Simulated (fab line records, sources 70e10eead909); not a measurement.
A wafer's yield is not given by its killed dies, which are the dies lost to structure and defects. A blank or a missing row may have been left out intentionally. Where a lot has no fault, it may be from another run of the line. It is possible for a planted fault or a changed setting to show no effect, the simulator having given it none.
Which of the tools did it? | flow nand-harc | 72 wafers from 24 lots sampled at 4 of the route's 1302 steps

== WHAT THE GAUGES SHOWED, per wafer ==
NHARC_A_M0_OVL_MEAS_10: pitch 160 nm. Usual: overlay-x-nm 0.2 nm, standard deviation 0.69; overlay-y-nm -0.2 nm, standard deviation 0.72.
lot  | measured     | on         | overlay-x-nm (nm) | overlay-y-nm (nm) | flag
L074 | day 22 20:40 | overlay-02 | 1.1 1.6 1.5       | 0.6 0.4 0.7       |
L076 | day 23 12:11 | overlay-01 | -0.3 -0.3 -0.3    | -0.6 -0.2 -0.9    |
L075 | day 23 17:17 | overlay-01 | -0.5 0.0 -0.7     | 0.8 0.9 1.0       |
L077 | day 23 18:00 | overlay-01 | -0.6 -0.5 -0.6    | 0.2 0.0 0.1       |
L078 | day 23 20:11 | overlay-02 | 0.2 0.2 0.2       | -0.4 -0.3 -0.2    |
L079 | day 24 23:47 | overlay-02 | 0.7 1.2 1.2       | -1.1 -1.1 -0.5    |
L080 | day 25 14:29 | overlay-01 | 0.8 0.3 0.9       | 0.1 0.1 -0.5      |
L081 | day 25 18:59 | overlay-01 | 0.6 0.3 1.1       | -0.3 -0.4 -0.1    |
L082 | day 25 23:56 | overlay-01 | 0.2 0.1 0.0       | -0.8 -0.2 -0.9    |
L083 | day 26 10:14 | overlay-01 | -1.0 -0.4 -0.7    | -0.1 0.2 -0.7     |
L084 | day 27 03:05 | overlay-02 | 1.2 1.3 1.2       | 0.3 0.5 1.1       |
L087 | day 27 20:32 | overlay-02 | 0.2 1.0 1.7       | 0.9 0.9 0.6       |
L085 | day 27 23:20 | overlay-01 | -0.4 0.1 0.0      | 0.6 0.4 0.4       |
L086 | day 28 05:41 | overlay-01 | 1.5 1.0 1.2       | -1.3 -0.9 -1.7    |
L090 | day 29 03:47 | overlay-02 | 0.1 0.3 0.1       | -1.2 -1.5 -1.0    |
L091 | day 29 05:01 | overlay-02 | -0.3 0.2 -0.1     | -1.1 -0.9 -0.8    |
L089 | day 29 13:18 | overlay-01 | 0.7 1.3 1.0       | 0.8 1.1 0.8       |
L088 | day 29 14:07 | overlay-01 | 0.6 0.6 0.7       | -0.2 0.2 0.0      |
L093 | day 30 04:57 | overlay-01 | -0.1 0.1 0.3      | -0.7 -0.3 -0.4    |
L092 | day 30 05:57 | overlay-02 | -0.5 0.2 -0.7     | -0.7 -0.4 -0.8    |
L095 | day 30 22:46 | overlay-01 | -0.1 -0.2 -0.4    | -0.8 -1.0 -1.2    |
L094 | day 31 00:31 | overlay-02 | -1.1 -1.2 -1.9    | 0.7 0.6 0.3       |
L097 | day 31 06:25 | overlay-01 | -0.3 0.3 -0.2     | -1.2 -0.9 -1.3    |
L096 | day 31 12:31 | overlay-01 | 0.2 0.6 0.2       | 0.5 0.1 0.3       |

NHARC_A_M0_CD_MEAS_16. Usual: cd-nm reads 80.4 nm (standard deviation 1.2).
lot  | measured     | on        | cd-nm (nm)     | flag
L074 | day 22 21:04 | cd-sem-02 | 79.1 81.1 80.3 |
L076 | day 23 12:35 | cd-sem-02 | 78.4 79.8 79.1 |
L075 | day 23 17:42 | cd-sem-01 | 81.3 78.8 80.8 |
L077 | day 23 18:26 | cd-sem-03 | 81.6 80.3 79.0 |
L078 | day 23 20:35 | cd-sem-03 | 80.4 79.4 81.3 |
L079 | day 25 00:11 | cd-sem-03 | 78.0 79.7 78.9 |
L080 | day 25 14:53 | cd-sem-02 | 81.2 81.6 80.1 |
L081 | day 25 19:23 | cd-sem-01 | 81.0 79.1 80.9 |
L082 | day 26 00:20 | cd-sem-03 | 82.3 79.5 80.7 |
L083 | day 26 10:38 | cd-sem-03 | 78.2 78.2 79.7 |
L084 | day 27 03:29 | cd-sem-03 | 80.5 80.5 81.2 |
L087 | day 27 20:56 | cd-sem-03 | 78.9 80.0 79.1 |
L085 | day 27 23:46 | cd-sem-01 | 80.4 80.6 81.4 |
L086 | day 28 06:05 | cd-sem-03 | 81.8 80.6 79.6 |
L090 | day 29 04:11 | cd-sem-02 | 78.5 80.2 80.9 |
L091 | day 29 05:25 | cd-sem-02 | 80.9 80.4 82.4 |
L089 | day 29 13:41 | cd-sem-01 | 80.3 79.8 79.1 |
L088 | day 29 14:31 | cd-sem-03 | 78.7 82.5 80.0 |
L093 | day 30 05:22 | cd-sem-03 | 81.9 80.0 82.2 |
L092 | day 30 06:21 | cd-sem-03 | 81.6 80.1 79.8 |
L095 | day 30 23:10 | cd-sem-03 | 84.2 80.4 80.0 |
L094 | day 31 00:55 | cd-sem-03 | 79.7 81.6 81.3 |
L097 | day 31 06:49 | cd-sem-01 | 79.6 80.9 80.5 |
L096 | day 31 12:55 | cd-sem-03 | 82.9 81.3 80.6 |

== EACH LOT AND THE TOOL THAT RAN IT (in order: tool; ch and the chambers of the sampled wafers; start) ==
lot  | NHARC_A_CONTACT_ETCH_31                       | NHARC_A_CONTACT_ETCH_110
L074 | rie-diel-04 ch 0,1,3, day 22 13:53 or earlier | rie-diel-08 ch 1,3, day 22 13:53
L076 | rie-diel-10 ch 0,1,2, day 23 05:22 or earlier | rie-diel-08 ch 0,3, day 23 05:22
L075 | rie-diel-08 ch 0,1, day 23 10:28 or earlier   | rie-diel-08 ch 0,3, day 23 10:28
L077 | rie-diel-08 ch 1,3, day 23 11:16 or earlier   | rie-diel-08 ch 0,3, day 23 11:16
L078 | rie-diel-08 ch 0,1,3, day 23 13:15 or earlier | rie-diel-08 ch 0,1,3, day 23 13:15
L079 | rie-diel-08 ch 2,3, day 24 17:04 or earlier   | rie-diel-08 ch 1,2, day 24 17:04
L080 | rie-diel-10 ch 2,3, day 25 07:49 or earlier   | rie-diel-04 ch 2,3, day 25 07:49
L081 | rie-diel-08 ch 0,1, day 25 11:53 or earlier   | rie-diel-04 ch 0,1, day 25 11:53
L082 | rie-diel-04 ch 0,1,3, day 25 17:16 or earlier | rie-diel-04 ch 1,2,3, day 25 17:16
L083 | rie-diel-04 ch 0,1,2, day 26 03:35 or earlier | rie-diel-04 ch 1,2,3, day 26 03:35
L084 | rie-diel-10 ch 0,1, day 26 20:14 or earlier   | rie-diel-10 ch 0,2,3, day 26 20:14
L087 | rie-diel-04 ch 1,2,3, day 27 13:19 or earlier | rie-diel-08 ch 0,2,3, day 27 13:19
L085 | rie-diel-04 ch 0,1, day 27 16:24 or earlier   | rie-diel-10 ch 0,1,3, day 27 16:24
L086 | rie-diel-10 ch 1,2,3, day 27 23:02 or earlier | rie-diel-04 ch 0,2,3, day 27 23:02
L090 | rie-diel-04 ch 0,2,3, day 28 21:01 or earlier | rie-diel-10 ch 0,2,3, day 28 21:01
L091 | rie-diel-04 ch 0,1,2, day 28 22:06 or earlier | rie-diel-04 ch 1,2,3, day 28 22:06
L089 | rie-diel-04 ch 0,2,3, day 29 06:04 or earlier | rie-diel-10 ch 0,2, day 29 06:04
L088 | rie-diel-10 ch 0,1,2, day 29 07:28 or earlier | rie-diel-04 ch 0,1, day 29 07:28
L093 | rie-diel-04 ch 1,2,3, day 29 22:10 or earlier | rie-diel-10 ch 0,1,2, day 29 22:10
L092 | rie-diel-08 ch 1,2,3, day 29 23:06 or earlier | rie-diel-04 ch 0,1, day 29 23:06
L095 | rie-diel-08 ch 0,1,2, day 30 16:14 or earlier | rie-diel-10 ch 0,2,3, day 30 16:14
L094 | rie-diel-10 ch 0,2,3, day 30 17:46 or earlier | rie-diel-10 ch 0,2,3, day 30 17:46
L097 | rie-diel-10 ch 0,3, day 30 23:39 or earlier   | rie-diel-04 ch 1,2,3, day 30 23:39
L096 | rie-diel-04 ch 0,1, day 31 05:52 or earlier   | rie-diel-10 ch 0,3, day 31 05:52
- NHARC_A_CONTACT_ETCH_31: etches the open film in O2/COS, target depth 2800 nm, time 728 s.
- NHARC_A_CONTACT_ETCH_110: etches the open film in CF4/O2, target depth 60 nm, overetch 6 nm, time 33 s.

== WHAT THE TOOLS THEMSELVES READ (means of the sampled wafers that have a number; where no wafer has one, the mark that the record gives instead) ==
NHARC_A_CONTACT_ETCH_31. Usual: drypump-motor-current-A is 5.6 A with standard deviation 0.48, mfc-ar-sccm is 0.003 sccm with standard deviation 0.0062, o2-flow-sccm is 399.9 sccm with standard deviation 1.2, oes-product-au is 0.996 a.u. with standard deviation 0.013, rf-vpp-V is 314.7 V with standard deviation 2, showerhead-plenum-p-Torr is 3.16 Torr with standard deviation 0.13, and throttle-valve-pct is 28.330 % with standard deviation 0.0098.
lot  | tool        | drypump-motor-current-A (A) | mfc-ar-sccm (sccm) | o2-flow-sccm (sccm) | oes-product-au (a.u.) | rf-vpp-V (V) | showerhead-plenum-p-Torr (Torr) | throttle-valve-pct (%) | flag
L074 | rie-diel-04 | 5.5                         | 0.008              | 400.1               | 0.992                 | 314.4        | 3.11                            | 28.318                 |
L076 | rie-diel-10 | 5.2                         | 0.005              | 399.2               | 0.998                 | 317.0        | 3.33                            | 28.341                 |
L075 | rie-diel-08 | 5.9                         | 0.000              | 401.0               | 1.009                 | 315.3        | 3.27                            | 28.328                 |
L077 | rie-diel-08 | 5.2                         | 0.000              | 400.1               | 0.987                 | 314.5        | 3.15                            | 28.338                 |
L078 | rie-diel-08 | 5.5                         | 0.000              | 400.4               | 1.003                 | 315.3        | 3.21                            | 28.328                 |
L079 | rie-diel-08 | 5.5                         | 0.000              | 401.6               | 1.009                 | 314.6        | 3.15                            | 28.332                 |
L080 | rie-diel-10 | 5.3                         | 0.010              | 399.0               | 1.001                 | 316.3        | 3.26                            | 28.319                 |
L081 | rie-diel-08 | 5.9                         | 0.000              | 399.6               | 1.007                 | 315.7        | 3.27                            | 28.340                 |
L082 | rie-diel-04 | 5.5                         | 0.008              | 399.9               | 0.985                 | 313.8        | 3.11                            | 28.334                 |
L083 | rie-diel-04 | 6.0                         | 0.008              | 399.8               | 0.998                 | 314.8        | 3.13                            | 28.325                 |
L084 | rie-diel-10 | 5.3                         | 0.000              | 399.9               | 0.992                 | 316.7        | 3.30                            | 28.327                 |
L087 | rie-diel-04 | 5.6                         | 0.006              | 400.8               | 0.992                 | 312.2        | 3.02                            | 28.341                 |
L085 | rie-diel-04 | 5.8                         | 0.009              | 399.5               | 0.998                 | 315.4        | 3.22                            | 28.331                 |
L086 | rie-diel-10 | 5.4                         | 0.005              | 399.9               | 0.989                 | 317.3        | 3.24                            | 28.329                 |
L090 | rie-diel-04 | 5.8                         | 0.002              | 400.1               | 0.987                 | 312.9        | 3.06                            | 28.335                 |
L091 | rie-diel-04 | 5.9                         | 0.008              | 399.0               | 0.999                 | 315.2        | 3.13                            | 28.324                 |
L089 | rie-diel-04 | 5.8                         | 0.002              | 399.8               | 0.999                 | 312.6        | 3.05                            | 28.321                 |
L088 | rie-diel-10 | 5.2                         | 0.005              | 399.9               | 0.997                 | 317.0        | 3.30                            | 28.335                 |
L093 | rie-diel-04 | 5.6                         | 0.006              | 400.8               | 0.997                 | 311.8        | 3.01                            | 28.337                 |
L092 | rie-diel-08 | 5.6                         | 0.000              | 399.0               | 1.010                 | 314.0        | 3.11                            | 28.327                 |
L095 | rie-diel-08 | 5.9                         | 0.000              | 399.5               | 1.016                 | 315.1        | 3.17                            | 28.327                 |
L094 | rie-diel-10 | 5.3                         | 0.005              | 398.8               | 0.998                 | 316.1        | 3.24                            | 28.336                 |
L097 | rie-diel-10 | 5.2                         | 0.000              | 401.0               | 0.990                 | 316.4        | 3.24                            | 28.323                 |
L096 | rie-diel-04 | 5.7                         | 0.014              | 400.5               | 1.002                 | 314.5        | 3.17                            | 28.330                 |

NHARC_A_CONTACT_ETCH_110. Usual: cf4-flow-sccm 80.02 sccm, standard deviation 0.24; drypump-motor-current-A 5.6 A, standard deviation 0.47; mfc-ar-sccm 0.004 sccm, standard deviation 0.0065; o2-flow-sccm 20.00 sccm, standard deviation 0.066; oes-product-au 0.997 a.u., standard deviation 0.013; rf-vpp-V 198.4 V, standard deviation 1.5; showerhead-plenum-p-Torr 1.36 Torr, standard deviation 0.056; throttle-valve-pct 13.397 %, standard deviation 0.0083.
lot  | tool        | cf4-flow-sccm (sccm) | drypump-motor-current-A (A) | mfc-ar-sccm (sccm) | o2-flow-sccm (sccm) | oes-product-au (a.u.) | rf-vpp-V (V) | showerhead-plenum-p-Torr (Torr) | throttle-valve-pct (%) | flag
L074 | rie-diel-08 | 80.15                | 5.2                         | 0.000              | 20.06               | 1.003                 | 198.1        | 1.35                            | 13.405                 |
L076 | rie-diel-08 | 79.99                | 5.7                         | 0.000              | 20.06               | 1.007                 | 200.1        | 1.41                            | 13.394                 |
L075 | rie-diel-08 | 79.98                | 5.7                         | 0.000              | 19.99               | 1.005                 | 200.0        | 1.41                            | 13.393                 |
L077 | rie-diel-08 | 79.67                | 5.8                         | 0.000              | 19.98               | 1.005                 | 199.5        | 1.41                            | 13.403                 |
L078 | rie-diel-08 | 79.86                | 5.5                         | 0.000              | 20.00               | 0.999                 | 198.9        | 1.38                            | 13.403                 |
L079 | rie-diel-08 | 79.87                | 5.8                         | 0.000              | 19.92               | 0.990                 | 197.8        | 1.33                            | 13.393                 |
L080 | rie-diel-04 | 79.76                | 5.9                         | 0.000              | 20.04               | 0.984                 | 196.6        | 1.27                            | 13.395                 |
L081 | rie-diel-04 | 80.01                | 5.7                         | 0.014              | 19.99               | 1.002                 | 197.6        | 1.36                            | 13.398                 |
L082 | rie-diel-04 | 80.06                | 5.6                         | 0.006              | 20.01               | 0.989                 | 196.7        | 1.29                            | 13.400                 |
L083 | rie-diel-04 | 80.08                | 5.6                         | 0.006              | 20.04               | 0.995                 | 196.9        | 1.29                            | 13.400                 |
L084 | rie-diel-10 | 79.81                | 5.3                         | 0.005              | 19.98               | 0.993                 | 199.3        | 1.39                            | 13.392                 |
L087 | rie-diel-08 | 80.11                | 5.8                         | 0.000              | 20.03               | 1.009                 | 198.4        | 1.37                            | 13.400                 |
L085 | rie-diel-10 | 80.17                | 5.4                         | 0.000              | 19.98               | 0.980                 | 198.7        | 1.39                            | 13.399                 |
L086 | rie-diel-04 | 80.45                | 5.8                         | 0.002              | 19.97               | 0.990                 | 197.3        | 1.31                            | 13.395                 |
L090 | rie-diel-10 | 80.20                | 5.3                         | 0.005              | 20.05               | 0.999                 | 199.2        | 1.39                            | 13.399                 |
L091 | rie-diel-04 | 79.87                | 5.6                         | 0.006              | 20.00               | 0.992                 | 197.6        | 1.29                            | 13.404                 |
L089 | rie-diel-10 | 80.08                | 5.1                         | 0.010              | 20.00               | 1.011                 | 200.0        | 1.42                            | 13.394                 |
L088 | rie-diel-04 | 80.11                | 5.7                         | 0.014              | 19.91               | 1.001                 | 197.8        | 1.36                            | 13.400                 |
L093 | rie-diel-10 | 79.93                | 5.2                         | 0.005              | 19.95               | 0.996                 | 199.1        | 1.41                            | 13.398                 |
L092 | rie-diel-04 | 80.05                | 5.6                         | 0.014              | 19.98               | 0.999                 | 198.7        | 1.36                            | 13.399                 |
L095 | rie-diel-10 | 79.92                | 5.3                         | 0.005              | 19.95               | 1.005                 | 199.3        | 1.39                            | 13.401                 |
L094 | rie-diel-10 | 80.12                | 5.3                         | 0.005              | 19.97               | 0.997                 | 199.4        | 1.39                            | 13.399                 |
L097 | rie-diel-04 | 80.15                | 5.6                         | 0.006              | 19.97               | 0.997                 | 197.2        | 1.29                            | 13.390                 |
L096 | rie-diel-10 | 79.99                | 5.2                         | 0.000              | 20.07               | 0.995                 | 198.8        | 1.38                            | 13.401                 |

== THE ANSWER, worked out from the rows above alone ==
Rule: a lot counts as off when the mean over its wafers that have a number is more than 3 standard deviations away from the usual mean. A lot without any number at a reading at which 4 lots or more have one is off too. The other lots that the step has rows for count as sound. The gauges are gone through in route order, then the tools' own readings, and for those a lot's mean is taken as printed above. The first step at which some lot is off is used, and at that step the reading that is off furthest; a lot without a number counts as furthest.
None of the lots is off at any reading shown; this tells nothing.

== WHAT HAD BEEN PUT IN BY THE SIMULATOR ==
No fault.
